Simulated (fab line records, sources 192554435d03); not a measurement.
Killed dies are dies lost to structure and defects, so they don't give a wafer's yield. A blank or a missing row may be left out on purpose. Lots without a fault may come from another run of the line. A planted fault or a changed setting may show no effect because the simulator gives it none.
Which tool did it? | flow n5_finfet | 24 lots, 72 wafers sampled, at 5 steps of a route of 1938

WHAT THE GAUGES READ, wafer by wafer
N5_FIN_SAQP_CD_MEAS_31: target cd 8 nm. Usual: cd_nm 8.10 nm, standard deviation 0.22.
lot  | measured    | on        | cd_nm (nm)     | flag
L074 | day 2 02:25 | cd_sem-01 | 7.70 8.04 8.21 |
L075 | day 2 08:32 | cd_sem-01 | 7.66 8.31 8.28 |
L076 | day 2 14:41 | cd_sem-02 | 7.77 8.19 7.94 |
L077 | day 2 20:42 | cd_sem-02 | 8.48 7.86 7.83 |
L078 | day 3 02:09 | cd_sem-03 | 7.91 8.37 8.07 |
L079 | day 3 08:17 | cd_sem-03 | 8.66 8.07 8.09 |
L080 | day 3 14:24 | cd_sem-01 | 8.21 8.13 8.31 |
L081 | day 3 21:56 | cd_sem-03 | 8.02 7.95 8.24 |
L082 | day 4 04:12 | cd_sem-01 | 8.52 8.32 8.13 |
L083 | day 4 10:23 | cd_sem-03 | 7.84 8.22 7.97 |
L084 | day 4 19:47 | cd_sem-02 | 7.94 8.15 8.46 |
L085 | day 5 02:47 | cd_sem-03 | 8.13 8.08 8.20 |
L086 | day 5 05:53 | cd_sem-03 | 8.19 7.97 8.13 |
L087 | day 5 12:17 | cd_sem-03 | 7.94 8.06 7.97 |
L088 | day 5 14:53 | cd_sem-01 | 8.29 8.10 7.92 |
L089 | day 5 19:38 | cd_sem-01 | 8.10 8.10 8.19 |
L090 | day 6 02:31 | cd_sem-03 | 8.20 7.66 8.12 |
L091 | day 6 07:58 | cd_sem-03 | 7.92 8.24 7.99 |
L092 | day 6 14:53 | cd_sem-02 | 8.20 8.23 8.37 |
L093 | day 6 19:34 | cd_sem-02 | 8.16 8.69 7.97 |
L094 | day 7 01:47 | cd_sem-02 | 8.14 8.32 8.27 |
L095 | day 7 07:45 | cd_sem-02 | 7.58 7.82 8.32 |
L096 | day 7 13:31 | cd_sem-01 | 8.40 8.30 8.38 |
L097 | day 7 19:44 | cd_sem-03 | 8.03 8.09 8.27 |

N5_DUMMY_GATE_CD_MEAS_15: target cd 25.8 nm. Usual: cd_nm 24.93 nm, standard deviation 0.22.
lot  | measured    | on        | cd_nm (nm)        | flag
L074 | day 2 21:52 | cd_sem-01 | 24.91 25.19 24.69 |
L075 | day 3 04:02 | cd_sem-02 | 24.55 25.00 24.95 |
L076 | day 3 10:45 | cd_sem-03 | 25.03 25.23 25.43 |
L077 | day 3 17:34 | cd_sem-03 | 24.59 25.30 24.83 |
L078 | day 3 21:56 | cd_sem-01 | 24.80 25.17 24.96 |
L079 | day 4 04:58 | cd_sem-01 | 24.82 24.67 24.85 |
L080 | day 4 10:08 | cd_sem-03 | 24.98 24.73 24.57 |
L081 | day 4 18:01 | cd_sem-02 | 25.15 24.54 25.00 |
L082 | day 5 03:40 | cd_sem-03 | 24.90 25.00 24.62 |
L083 | day 5 10:51 | cd_sem-02 | 25.18 24.97 25.10 |
L084 | day 5 20:59 | cd_sem-01 | 24.79 25.07 24.93 |
L085 | day 6 00:46 | cd_sem-01 | 24.71 25.37 25.01 |
L086 | day 6 03:38 | cd_sem-02 | 25.03 24.83 24.39 |
L087 | day 6 08:43 | cd_sem-02 | 24.77 24.76 24.58 |
L088 | day 6 11:40 | cd_sem-02 | 25.05 25.24 25.33 |
L089 | day 6 16:39 | cd_sem-03 | 25.12 25.08 24.98 |
L090 | day 6 22:05 | cd_sem-01 | 24.58 24.60 25.41 |
L091 | day 7 05:20 | cd_sem-03 | 25.20 25.06 24.88 |
L092 | day 7 15:18 | cd_sem-02 | 25.07 25.06 24.81 |
L093 | day 7 16:22 | cd_sem-01 | 25.00 25.01 24.46 |
L094 | day 7 23:17 | cd_sem-03 | 24.88 24.75 24.62 |
L095 | day 8 04:42 | cd_sem-03 | 24.76 25.05 25.24 |
L096 | day 8 08:43 | cd_sem-03 | 24.95 24.89 24.94 |
L097 | day 8 17:12 | cd_sem-02 | 24.69 24.92 24.57 |

N5_DUMMY_GATE_INSPECT_17: inspects for defects (brightfield). Usual: raw_defect_count 195, standard deviation 55.
lot  | measured    | on                | raw_defect_count | flag
L074 | day 2 21:58 | defect_inspect-01 | 238 275 183      |
L075 | day 3 04:07 | defect_inspect-01 | 271 271 256      |
L076 | day 3 10:50 | defect_inspect-02 | 134 173 131      |
L077 | day 3 17:40 | defect_inspect-01 | 201 166 180      |
L078 | day 3 22:02 | defect_inspect-01 | 290 185 287      |
L079 | day 4 05:04 | defect_inspect-02 | 172 151 226      |
L080 | day 4 10:14 | defect_inspect-02 | 121 167 146      |
L081 | day 4 18:07 | defect_inspect-02 | 113 234 223      |
L082 | day 5 03:46 | defect_inspect-01 | 267 210 193      |
L083 | day 5 10:56 | defect_inspect-01 | 149 182 193      |
L084 | day 5 21:05 | defect_inspect-01 | 131 175 128      |
L085 | day 6 00:52 | defect_inspect-01 | 313 187 167      |
L086 | day 6 03:44 | defect_inspect-02 | 143 121 158      |
L087 | day 6 08:49 | defect_inspect-02 | 126 144 139      |
L088 | day 6 11:46 | defect_inspect-01 | 267 162 222      |
L089 | day 6 16:45 | defect_inspect-02 | 170 224 166      |
L090 | day 6 22:11 | defect_inspect-01 | 174 238 261      |
L091 | day 7 05:26 | defect_inspect-01 | 235 276 215      |
L092 | day 7 15:24 | defect_inspect-01 | 293 315 210      |
L093 | day 7 16:28 | defect_inspect-01 | 221 148 147      |
L094 | day 7 23:22 | defect_inspect-02 | 208 156 169      |
L095 | day 8 04:48 | defect_inspect-02 | 115 227 141      |
L096 | day 8 08:49 | defect_inspect-02 | 156 206 228      |
L097 | day 8 17:17 | defect_inspect-02 | 211 234 148      |

WHICH TOOL RAN EACH LOT (tool, then ch and the chambers of the sampled wafers, then the start)
lot  | N5_FIN_CUT_ETCH_20                | N5_STI_FIN_REVEAL_RECESS_09
L074 | rie_diel-01 ch 0,1,2, day 2 03:29 | vapor_etch-01 ch 0,1, day 2 10:23
L075 | rie_diel-06 ch 0,2,3, day 2 09:43 | vapor_etch-02 ch 0,1, day 2 17:05
L076 | rie_diel-01 ch 0,1,3, day 2 16:14 | vapor_etch-01 ch 0,1, day 2 23:32
L077 | rie_diel-01 ch 0,2,3, day 2 22:41 | vapor_etch-02 ch 0,1, day 3 06:26
L078 | rie_diel-01 ch 0,2,3, day 3 03:26 | vapor_etch-01 ch 0,1, day 3 10:17
L079 | rie_diel-01 ch 0,1,2, day 3 09:40 | vapor_etch-02 ch 0,1, day 3 18:14
L080 | rie_diel-03 ch 0,1,3, day 3 15:38 | vapor_etch-02 ch 1, day 3 22:29
L081 | rie_diel-03 ch 0,2,3, day 3 23:40 | vapor_etch-02 ch 0,1, day 4 06:28
L082 | rie_diel-06 ch 0,3, day 4 05:26   | vapor_etch-02 ch 0,1, day 4 12:24
L083 | rie_diel-03 ch 0,1,2, day 4 11:47 | vapor_etch-02 ch 0,1, day 4 20:02
L084 | rie_diel-01 ch 0,1,3, day 4 21:02 | vapor_etch-01 ch 0,1, day 5 08:37
L085 | rie_diel-01 ch 2,3, day 5 03:58   | vapor_etch-01 ch 0,1, day 5 11:22
L086 | rie_diel-01 ch 1,2,3, day 5 07:06 | vapor_etch-02 ch 0,1, day 5 15:05
L087 | rie_diel-01 ch 1,2,3, day 5 13:32 | vapor_etch-01 ch 0,1, day 5 20:20
L088 | rie_diel-01 ch 0,2,3, day 5 16:03 | vapor_etch-01 ch 0,1, day 5 22:58
L089 | rie_diel-01 ch 0,2, day 5 20:55   | vapor_etch-01 ch 0,1, day 6 05:09
L090 | rie_diel-06 ch 0,1,3, day 6 03:46 | vapor_etch-02 ch 0,1, day 6 10:38
L091 | rie_diel-01 ch 1,2,3, day 6 09:02 | vapor_etch-01 ch 0,1, day 6 15:49
L092 | rie_diel-06 ch 0,3, day 6 15:58   | vapor_etch-02 ch 0,1, day 6 23:23
L093 | rie_diel-01 ch 1,2,3, day 6 20:41 | vapor_etch-02 ch 0,1, day 7 03:31
L094 | rie_diel-06 ch 0,1, day 7 03:10   | vapor_etch-01 ch 0,1, day 7 11:06
L095 | rie_diel-01 ch 0,3, day 7 08:50   | vapor_etch-02 ch 0,1, day 7 15:37
L096 | rie_diel-03 ch 0,2,3, day 7 14:35 | vapor_etch-02 ch 0,1, day 7 21:26
L097 | rie_diel-06 ch 0,1,2, day 7 20:47 | vapor_etch-01 ch 0,1, day 8 04:30
- N5_FIN_CUT_ETCH_20: etches SiARC in CF4, target depth 26 nm, time 43.3 s.
- N5_STI_FIN_REVEAL_RECESS_09: chemistry HF/NH3, target SiO2, afs cycles 11, target depth 42.5 nm, sublimation time 60 s.

WHAT THE TOOLS THEMSELVES READ (means of the sampled wafers that have a number; where no wafer has one, the mark that the record gives instead)
N5_FIN_CUT_ETCH_20. Usual: drypump_motor_current_A 5.7 A, standard deviation 0.4; etch_rf_on_time_s 42.9 s, standard deviation 0.79; oes_product_au 0.69 a.u., standard deviation 0.075; rf_fwd_power_W 536 W, standard deviation 3.1; rf_vpp_V 184.1 V, standard deviation 1.3; showerhead_plenum_p_Torr 2.16 Torr, standard deviation 0.073; throttle_valve_pct 15.53 %, standard deviation 0.26.
lot  | tool        | drypump_motor_current_A (A) | etch_rf_on_time_s (s) | oes_product_au (a.u.) | rf_fwd_power_W (W) | rf_vpp_V (V) | showerhead_plenum_p_Torr (Torr) | throttle_valve_pct (%) | flag
L074 | rie_diel-01 | 5.7                         | 42.3                  | 0.65                  | 537                | 184.7        | 2.14                            | 15.57                  |
L075 | rie_diel-06 | 5.4                         | 43.5                  | 0.67                  | 534                | 184.7        | 2.18                            | 15.83                  |
L076 | rie_diel-01 | 5.7                         | 43.2                  | 0.71                  | 540                | 184.8        | 2.16                            | 15.44                  |
L077 | rie_diel-01 | 5.8                         | 42.5                  | 0.70                  | 538                | 183.4        | 2.13                            | 15.53                  |
L078 | rie_diel-01 | 5.9                         | 42.5                  | 0.71                  | 536                | 184.1        | 2.13                            | 15.52                  |
L079 | rie_diel-01 | 5.7                         | 42.5                  | 0.64                  | 538                | 184.4        | 2.14                            | 15.58                  |
L080 | rie_diel-03 | 5.7                         | 43.2                  | 0.69                  | 532                | 184.9        | 2.25                            | 15.43                  |
L081 | rie_diel-03 | 5.4                         | 42.3                  | 0.68                  | 535                | 183.9        | 2.18                            | 15.44                  |
L082 | rie_diel-06 | 5.4                         | 42.1                  | 0.80                  | 536                | 184.9        | 2.22                            | 15.55                  |
L083 | rie_diel-03 | 5.5                         | 43.8                  | 0.70                  | 534                | 184.7        | 2.20                            | 15.20                  |
L084 | rie_diel-01 | 5.8                         | 43.1                  | 0.69                  | 537                | 184.6        | 2.16                            | 15.48                  |
L085 | rie_diel-01 | 6.2                         | 42.8                  | 0.74                  | 537                | 182.2        | 2.09                            | 15.46                  |
L086 | rie_diel-01 | 6.0                         | 42.7                  | 0.68                  | 536                | 183.0        | 2.10                            | 15.52                  |
L087 | rie_diel-01 | 6.0                         | 42.9                  | 0.68                  | 537                | 183.3        | 2.10                            | 15.54                  |
L088 | rie_diel-01 | 5.9                         | 42.8                  | 0.68                  | 536                | 183.7        | 2.12                            | 15.58                  |
L089 | rie_diel-01 | 5.5                         | 43.4                  | 0.63                  | 537                | 185.0        | 2.16                            | 15.66                  |
L090 | rie_diel-06 | 5.6                         | 43.0                  | 0.77                  | 536                | 184.7        | 2.18                            | 15.40                  |
L091 | rie_diel-01 | 6.0                         | 42.4                  | 0.68                  | 535                | 183.1        | 2.10                            | 15.54                  |
L092 | rie_diel-06 | 5.5                         | 42.8                  | 0.76                  | 535                | 184.4        | 2.21                            | 15.59                  |
L093 | rie_diel-01 | 6.0                         | 42.8                  | 0.68                  | 537                | 183.3        | 2.09                            | 15.54                  |
L094 | rie_diel-06 | 5.8                         | 43.3                  | 0.77                  | 534                | 184.7        | 2.12                            | 15.37                  |
L095 | rie_diel-01 | 5.9                         | 43.9                  | 0.72                  | 535                | 183.5        | 2.14                            | 15.46                  |
L096 | rie_diel-03 | 5.5                         | 42.7                  | 0.65                  | 535                | 184.3        | 2.17                            | 15.51                  |
L097 | rie_diel-06 | 5.6                         | 43.4                  | 0.71                  | 534                | 183.5        | 2.13                            | 15.54                  |

N5_STI_FIN_REVEAL_RECESS_09. Usual: drypump_motor_current_A 5.7 A, standard deviation 0.48.
lot  | tool          | drypump_motor_current_A (A) | flag
L074 | vapor_etch-01 | 6.1                         |
L075 | vapor_etch-02 | 5.2                         |
L076 | vapor_etch-01 | 6.2                         |
L077 | vapor_etch-02 | 5.2                         |
L078 | vapor_etch-01 | 5.8                         |
L079 | vapor_etch-02 | 5.2                         |
L080 | vapor_etch-02 | 5.0                         |
L081 | vapor_etch-02 | 5.2                         |
L082 | vapor_etch-02 | 5.5                         |
L083 | vapor_etch-02 | 5.5                         |
L084 | vapor_etch-01 | 6.1                         |
L085 | vapor_etch-01 | 6.1                         |
L086 | vapor_etch-02 | 5.3                         |
L087 | vapor_etch-01 | 6.2                         |
L088 | vapor_etch-01 | 6.1                         |
L089 | vapor_etch-01 | 6.1                         |
L090 | vapor_etch-02 | 5.5                         |
L091 | vapor_etch-01 | 6.1                         |
L092 | vapor_etch-02 | 5.5                         |
L093 | vapor_etch-02 | 5.5                         |
L094 | vapor_etch-01 | 5.9                         |
L095 | vapor_etch-02 | 5.2                         |
L096 | vapor_etch-02 | 5.5                         |
L097 | vapor_etch-01 | 6.1                         |

THE ANSWER, worked out from the rows above alone
Rule: a lot is off if the mean of its wafers that have a number lies more than 3 standard deviations from the usual mean. A lot without any number at a reading at which 4 lots or more have one is off too. The other lots that the step has rows for count as sound. The gauges are gone through in route order, then the tools' own readings, and for those a lot's mean is taken as printed above. The first step at which some lot is off is used, and at that step the reading that is off furthest; a lot without a number counts as furthest.
No lot is off at any reading shown: from this, nothing can be told.

WHAT THE SIMULATOR HAD PUT IN
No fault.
